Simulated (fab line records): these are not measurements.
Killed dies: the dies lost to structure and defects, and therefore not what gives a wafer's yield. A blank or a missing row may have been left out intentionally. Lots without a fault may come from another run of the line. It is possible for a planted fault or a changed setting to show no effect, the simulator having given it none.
Which tool was responsible?	flow n5 finfet	14 lots, 42 wafers sampled, at 7 steps of a route of 1938

== WHAT THE GAUGES READ, wafer by wafer ==
N5_MOL_CONTACT_COAG_CD_MEAS_99 targets a cd of 17.2 nm.
lot	measured	on	cd nm (nm)
L907	day 5 01:30	cd sem-02	17.35 17.48 17.49
L908	day 5 07:01	cd sem-03	17.10 17.73 17.42
L909	day 5 10:40	cd sem-03	- - -
L910	day 5 17:19	cd sem-01	- - -
L918	day 7 18:18	cd sem-01	17.27 17.74 17.02
L919	day 8 00:19	cd sem-03	17.17 17.19 17.71
L920	day 8 03:08	cd sem-02	17.36 17.62 17.85
L921	day 8 10:51	cd sem-01	17.27 16.99 17.37
L922	day 8 21:32	cd sem-03	17.18 17.21 17.28
L923	day 8 23:41	cd sem-02	17.62 17.40 16.88
L924	day 9 04:56	cd sem-03	17.28 17.52 17.23
L925	day 9 12:23	cd sem-01	17.40 17.13 16.95
L927	day 10 01:24	cd sem-01	17.16 16.91 17.56
L928	day 10 08:58	cd sem-01	17.54 17.26 17.00

N5_BEOL_M4_RC_MEAS_101.
lot	measured	on	DIBL_N (mV/V)	DIBL_P (mV/V)	IOFF_N (nA/um)	IOFF_P (nA/um)	ION_N (uA/um)	ION_P (uA/um)	SS_N (mV/dec)	SS_P (mV/dec)	VT_N (mV)	VT_P (mV)
L907	day 8 23:34	prober-01	34.6 34.2 36.5	33.6 32.9 36.7	0.135 0.121 0.167	0.161 0.154 0.203	666 663 674	450 452 462	72.3 71.7 72.4	72.7 73.2 73.9	252.2 251.1 250.2	-252.7 -256.1 -251.2
L908	day 9 18:37	prober-02	36.3 34.5 35.9	34.9 32.6 34.7	0.153 0.122 0.137	0.215 0.183 0.208	677 668 664	470 466 461	71.7 70.6 70.9	73.4 73.0 74.0	250.1 249.7 249.9	-252.6 -251.5 -249.6
L918	day 12 23:57	prober-02	36.9 36.4 35.2	36.0 36.5 34.8	0.189 0.184 0.161	0.241 0.248 0.212	691 687 682	476 469 465	72.0 71.9 71.8	73.2 73.6 73.0	243.7 244.9 248.2	-246.1 -246.3 -247.9
L919	day 13 02:29	prober-01	37.2 37.8 37.4	37.4 37.3 37.1	0.169 0.180 0.168	0.239 0.244 0.236	684 679 679	459 466 470	72.5 72.3 71.8	73.6 73.9 72.7	247.4 245.2 250.2	-250.6 -247.5 -246.4
L920	day 13 23:42	prober-02	36.7 38.7 35.9	36.2 38.6 35.9	0.163 0.209 0.159	0.195 0.239 0.207	665 682 675	451 460 461	71.7 72.5 72.3	73.4 73.7 73.2	248.8 246.4 248.9	-249.6 -246.2 -251.1
L921	day 14 05:13	prober-01	36.4 35.2 37.0	36.7 36.0 38.2	0.158 0.150 0.183	0.191 0.186 0.222	683 678 688	464 459 469	72.2 72.1 72.0	73.5 72.6 74.2	251.5 249.7 247.0	-252.5 -253.6 -250.8
L922	day 14 17:20	prober-01	37.6 37.5 35.9	37.1 38.0 35.6	0.161 0.166 0.140	0.217 0.232 0.205	668 672 672	463 459 463	72.0 72.5 71.4	73.6 74.2 73.5	248.7 250.3 249.4	-250.7 -246.4 -251.9
L923	day 15 05:05	prober-02	37.2 35.2 37.3	34.9 33.0 35.3	0.162 0.126 0.164	0.192 0.172 0.212	673 674 678	456 459 460	71.7 71.4 71.6	73.2 73.3 73.9	248.4 256.2 250.0	-251.6 -251.6 -249.3
L924	day 15 02:28	prober-02	36.9 39.5 38.2	37.5 40.0 38.9	0.162 0.206 0.186	0.215 0.265 0.236	668 685 674	463 464 457	71.9 71.7 71.6	73.5 74.6 74.7	250.5 248.3 249.9	-248.9 -246.1 -248.1
L925	day 15 02:38	prober-01	38.0 35.9 35.7	38.8 35.7 35.6	0.173 0.131 0.134	0.213 0.184 0.183	667 659 650	454 449 449	71.4 70.8 71.6	73.9 73.0 72.8	249.4 253.3 253.9	-251.8 -254.3 -253.9
L927	day 15 08:37	prober-01	36.0 35.2 35.2	36.6 35.6 35.0	0.165 0.144 0.141	0.215 0.190 0.183	682 674 679	462 462 466	71.3 70.7 71.6	73.0 73.1 73.3	247.6 250.9 252.5	-251.8 -250.1 -251.1
L928	day 16 03:17	prober-02	35.3 34.8 34.6	36.4 34.8 35.8	0.154 0.143 0.151	0.208 0.183 0.206	679 683 691	472 466 466	71.6 70.8 71.3	72.7 72.7 72.1	247.8 248.7 250.1	-249.9 -250.5 -247.9

== WHAT TOOL EACH LOT RAN ON (gives the tool, then ch and the chambers of the sampled wafers, and finally the start) ==
lot	N5_GATE_CUT_CUT_ETCH_55	N5_MOL_CONTACT_COAG_CONTACT_ETCH_14	N5_MOL_CONTACT_COAG_ETCH_15	N5_MOL_CONTACT_COAG_ETCH_110	N5_MOL_CONTACT_COAG_SIL_ANNEAL_21
L907	rie metal-03 ch 0,1, day 4 21:50	rie diel-06 ch 2,3, day 5 01:17	rie diel-06 ch 2,3, day 5 01:19	rie diel-06 ch 2,3, day 5 01:23	rtp anneal-02 ch 0, day 5 03:04
L908	rie metal-03 ch 0,1, day 5 03:14	rie diel-05 ch 0,2,3, day 5 06:49	rie diel-05 ch 0,2,3, day 5 06:50	rie diel-05 ch 0,2,3, day 5 06:54	rtp anneal-02 ch 0, day 5 08:02
L909	rie metal-01 ch 0, day 5 06:52	rie diel-03 ch 0,3, day 5 10:27	rie diel-03 ch 0,3, day 5 10:29	rie diel-03 ch 0,3, day 5 10:33	rtp anneal-02 ch 0, day 5 12:16
L910	rie metal-02 ch 0,1, day 5 13:07	rie diel-06 ch 0,2, day 5 17:07	rie diel-06 ch 0,2, day 5 17:09	rie diel-06 ch 0,2, day 5 17:13	rtp anneal-01 ch 0, day 5 18:41
L918	rie metal-03 ch 0,1, day 7 14:31	rie diel-05 ch 1,2,3, day 7 18:05	rie diel-05 ch 1,2,3, day 7 18:07	rie diel-05 ch 1,2,3, day 7 18:11	rtp anneal-02 ch 0, day 7 19:34
L919	rie metal-01 ch 0,1, day 7 20:25	rie diel-05 ch 2,3, day 8 00:05	rie diel-05 ch 2,3, day 8 00:08	rie diel-05 ch 2,3, day 8 00:11	rtp anneal-02 ch 0, day 8 01:17
L920	rie metal-01 ch 0,1, day 7 23:14	rie diel-03 ch 0,1,2, day 8 02:55	rie diel-03 ch 0,1,2, day 8 02:58	rie diel-03 ch 0,1,2, day 8 03:01	rtp anneal-01 ch 0, day 8 05:31
L921	rie metal-01 ch 0,1, day 8 06:44	rie diel-03 ch 0,1,3, day 8 10:38	rie diel-03 ch 0,1,3, day 8 10:40	rie diel-03 ch 0,1,3, day 8 10:44	rtp anneal-01 ch 0, day 8 11:53
L922	rie metal-02 ch 0,1, day 8 16:23	rie diel-06 ch 0,1,2, day 8 21:19	rie diel-06 ch 0,1,2, day 8 21:21	rie diel-06 ch 0,1,2, day 8 21:25	rtp anneal-02 ch 0, day 8 22:31
L923	rie metal-02 ch 0,1, day 8 19:30	rie diel-05 ch 0,1,3, day 8 23:28	rie diel-05 ch 0,1,3, day 8 23:30	rie diel-05 ch 0,1,3, day 8 23:34	rtp anneal-01 ch 0, day 9 04:04
L924	rie metal-03 ch 0,1, day 9 01:15	rie diel-03 ch 0,1, day 9 04:43	rie diel-03 ch 0,1, day 9 04:45	rie diel-03 ch 0,1, day 9 04:49	rtp anneal-02 ch 0, day 9 06:15
L925	rie metal-02 ch 0,1, day 9 08:28	rie diel-06 ch 0,1,3, day 9 12:10	rie diel-06 ch 0,1,3, day 9 12:13	rie diel-06 ch 0,1,3, day 9 12:16	rtp anneal-01 ch 0, day 9 14:51
L927	rie metal-02 ch 0,1, day 9 20:17	rie diel-06 ch 0,1,3, day 10 01:11	rie diel-06 ch 0,1,3, day 10 01:13	rie diel-06 ch 0,1,3, day 10 01:17	rtp anneal-01 ch 0, day 10 02:20
L928	rie metal-01 ch 0,1, day 10 02:42	rie diel-03 ch 0,3, day 10 08:46	rie diel-03 ch 0,3, day 10 08:47	rie diel-03 ch 0,3, day 10 08:51	rtp anneal-01 ch 0, day 10 10:11
- N5_GATE_CUT_CUT_ETCH_55: etches HfO2 in BCl3, target depth 3.2 nm.
- N5_MOL_CONTACT_COAG_CONTACT_ETCH_14: etches SiO2 in C4F6/O2, target depth 27.5 nm, overetch 8.5 nm, time 20 s.
- N5_MOL_CONTACT_COAG_ETCH_15: etches SiNx in CH3F/O2, stops on Si:P, target depth 7 nm.
- N5_MOL_CONTACT_COAG_ETCH_110: etches Si in CF4/O2, target depth 2.5 nm, time 8 s.
- N5_MOL_CONTACT_COAG_SIL_ANNEAL_21: time 60 s.

== WHAT THE TOOLS THEMSELVES READ (means of the sampled wafers that have a number; where no wafer has one, the mark that the record gives instead) ==
N5_GATE_CUT_CUT_ETCH_55.
lot	tool	bcl3 flow sccm (sccm)	bias w (W)	drypump motor current A (A)	he backside leak sccm (sccm)	oes product au (a.u.)	throttle valve pct (%)
L907	rie metal-03	79.85	18.03	5.8	3.17	0.71	33.10
L908	rie metal-03	79.88	18.00	5.6	3.27	0.76	33.06
L909	rie metal-01	79.99	18.01	5.0	3.52	0.87	32.73
L910	rie metal-02	80.13	18.05	5.4	3.60	0.74	32.80
L918	rie metal-03	80.18	17.97	5.6	3.43	0.75	33.07
L919	rie metal-01	79.84	18.02	5.0	3.50	0.69	32.87
L920	rie metal-01	79.79	18.01	5.0	3.69	0.77	32.82
L921	rie metal-01	79.83	18.02	5.0	3.42	0.68	32.88
L922	rie metal-02	79.98	17.99	5.3	3.47	0.72	32.81
L923	rie metal-02	80.03	18.01	5.3	3.28	0.72	32.81
L924	rie metal-03	80.10	18.01	5.6	3.40	0.74	33.07
L925	rie metal-02	80.23	17.96	5.7	3.46	0.77	32.91
L927	rie metal-02	79.96	17.97	5.4	3.48	0.71	32.82
L928	rie metal-01	80.14	17.93	5.0	3.40	0.88	32.75

N5_MOL_CONTACT_COAG_CONTACT_ETCH_14.
lot	tool	C4F6_flow_sccm (sccm)	O2_flow_sccm (sccm)	bias w (W)	drypump motor current A (A)	oes product au (a.u.)	rf vpp V (V)	showerhead plenum p Torr (Torr)	throttle valve pct (%)
L907	rie diel-06	15.97	10.03	185.1	5.27	0.66	692	2.89	21.12
L908	rie diel-05	15.98	10.00	184.8	5.54	0.71	695	2.94	21.25
L909	rie diel-03	-	-	-	-	-	-	-	-
L910	rie diel-06	-	-	-	-	-	-	-	-
L918	rie diel-05	15.99	9.99	184.7	5.67	0.66	693	2.92	21.26
L919	rie diel-05	15.99	9.99	185.4	5.79	0.68	692	2.89	21.15
L920	rie diel-03	16.01	10.00	184.9	5.50	0.67	691	2.82	21.13
L921	rie diel-03	15.99	10.00	184.9	5.38	0.70	693	2.91	21.19
L922	rie diel-06	15.98	10.01	185.2	5.56	0.64	691	2.84	21.14
L923	rie diel-05	16.00	9.98	184.9	5.42	0.74	696	2.95	21.28
L924	rie diel-03	16.03	10.00	184.9	5.45	0.70	693	2.90	21.00
L925	rie diel-06	16.01	10.02	184.7	5.57	0.66	692	2.85	21.26
L927	rie diel-06	15.93	9.99	184.4	5.58	0.65	692	2.85	21.28
L928	rie diel-03	16.01	10.00	185.5	5.40	0.65	693	2.88	21.33

N5_MOL_CONTACT_COAG_ETCH_15.
lot	tool	CH3F_flow_sccm (sccm)	O2_flow_sccm (sccm)	bias w (W)	drypump motor current A (A)	oes product au (a.u.)	rf vpp V (V)	showerhead plenum p Torr (Torr)	throttle valve pct (%)
L907	rie diel-06	29.93	20.03	73.12	5.28	0.56	301.3	2.01	16.20
L908	rie diel-05	29.95	20.02	73.03	5.53	0.60	299.0	2.04	16.30
L909	rie diel-03	30.06	19.99	72.95	5.36	0.32	297.9	2.03	16.36
L910	rie diel-06	29.98	19.98	73.14	5.38	0.28	299.5	1.97	16.22
L918	rie diel-05	29.99	20.02	72.82	5.68	0.58	299.6	2.03	16.34
L919	rie diel-05	29.89	20.08	72.96	5.81	0.58	300.1	2.01	16.21
L920	rie diel-03	30.02	19.99	72.94	5.50	0.58	297.2	1.96	16.20
L921	rie diel-03	30.04	20.03	72.77	5.39	0.61	299.5	2.02	16.24
L922	rie diel-06	30.04	19.99	72.81	5.56	0.55	298.9	1.98	16.23
L923	rie diel-05	29.93	19.98	73.04	5.42	0.64	298.5	2.05	16.32
L924	rie diel-03	29.87	20.02	72.81	5.45	0.60	299.8	2.02	16.07
L925	rie diel-06	29.86	20.00	72.80	5.58	0.57	298.8	1.98	16.31
L927	rie diel-06	29.93	19.99	72.81	5.59	0.56	298.6	1.98	16.33
L928	rie diel-03	30.04	19.98	73.09	5.38	0.56	298.1	2.00	16.40

N5_MOL_CONTACT_COAG_ETCH_110.
lot	tool	O2_flow_sccm (sccm)	bias w (W)	drypump motor current A (A)	oes product au (a.u.)	rf vpp V (V)	showerhead plenum p Torr (Torr)	throttle valve pct (%)
L907	rie diel-06	9.990	12.05	5.29	0.78	129.1	2.23	10.65
L908	rie diel-05	9.973	12.03	5.54	0.83	128.3	2.27	10.69
L909	rie diel-03	9.989	12.02	5.32	0.86	127.9	2.25	10.72
L910	rie diel-06	10.000	12.02	5.36	0.75	127.8	2.19	10.71
L918	rie diel-05	10.013	11.98	5.67	0.77	129.3	2.25	10.79
L919	rie diel-05	10.020	12.00	5.80	0.78	128.9	2.23	10.66
L920	rie diel-03	9.967	11.99	5.49	0.79	127.3	2.18	10.63
L921	rie diel-03	9.999	11.99	5.39	0.83	128.5	2.25	10.63
L922	rie diel-06	10.015	11.97	5.55	0.75	128.2	2.19	10.68
L923	rie diel-05	10.002	11.99	5.42	0.86	127.7	2.28	10.66
L924	rie diel-03	9.994	12.03	5.45	0.83	129.4	2.24	10.47
L925	rie diel-06	9.997	12.00	5.55	0.77	126.9	2.20	10.74
L927	rie diel-06	10.012	11.99	5.56	0.76	128.5	2.20	10.75
L928	rie diel-03	9.984	12.00	5.40	0.76	127.8	2.23	10.85

N5_MOL_CONTACT_COAG_SIL_ANNEAL_21.
lot	tool	lamp power pct (%)	lamp_zone_2_pct (%)	lamp_zone_7_pct (%)	wafer_temp_C_max
L907	rtp anneal-02	6.2	6.2	6.5	553.1
L908	rtp anneal-02	6.2	6.2	6.5	552.9
L909	rtp anneal-02	6.2	6.2	6.5	552.6
L910	rtp anneal-01	7.3	7.3	7.7	551.4
L918	rtp anneal-02	6.2	6.2	6.5	553.0
L919	rtp anneal-02	6.2	6.2	6.5	552.4
L920	rtp anneal-01	7.3	7.3	7.7	551.9
L921	rtp anneal-01	7.3	7.3	7.7	551.8
L922	rtp anneal-02	6.2	6.2	6.5	553.2
L923	rtp anneal-01	7.3	7.3	7.7	551.4
L924	rtp anneal-02	6.2	6.2	6.6	553.5
L925	rtp anneal-01	7.3	7.3	7.7	551.4
L927	rtp anneal-01	7.3	7.3	7.7	551.3
L928	rtp anneal-01	7.3	7.3	7.7	551.3

== THE ANSWER, worked out from the rows above alone ==
Rule: the usual values come from the lots themselves. Put in order of their means at a reading, lots are off if they are a third of the lots or fewer, leave a main group of 4 or more, and stand apart from it by a gap of 3 or more times the standard deviation of the main group's means; of several such gaps the widest counts. Not used: any main group whose means are identical at the precision the tables above print for the reading. A lot without any number at a reading at which 4 lots or more have one is off too. The other lots that the step has rows for count as sound. After the gauges, taken in route order, come the tools' own readings; for these a lot's mean is taken, as printed above. At the first step where some lot is off, the reading lying furthest off is the one used; lots without a number count as furthest.
Off at N5_MOL_CONTACT_COAG_CD_MEAS_99 (cd nm): L909, L910. Without a number there: L909, L910. The main group has a mean of 17.32 nm with a standard deviation of 0.12.
A tool fits if, at a process step before that reading, it ran every lot that is off, and no sound lot after the first of them. The gauges at N5_MOL_CONTACT_COAG_CD_MEAS_99 aren't tried: what is off there is off at N5_MOL_CONTACT_COAG_CONTACT_ETCH_14 too, on other tools, and a gauge's error can't cause that. Of those tried, none fits.

== WHAT WAS PUT IN BY THE SIMULATOR ==
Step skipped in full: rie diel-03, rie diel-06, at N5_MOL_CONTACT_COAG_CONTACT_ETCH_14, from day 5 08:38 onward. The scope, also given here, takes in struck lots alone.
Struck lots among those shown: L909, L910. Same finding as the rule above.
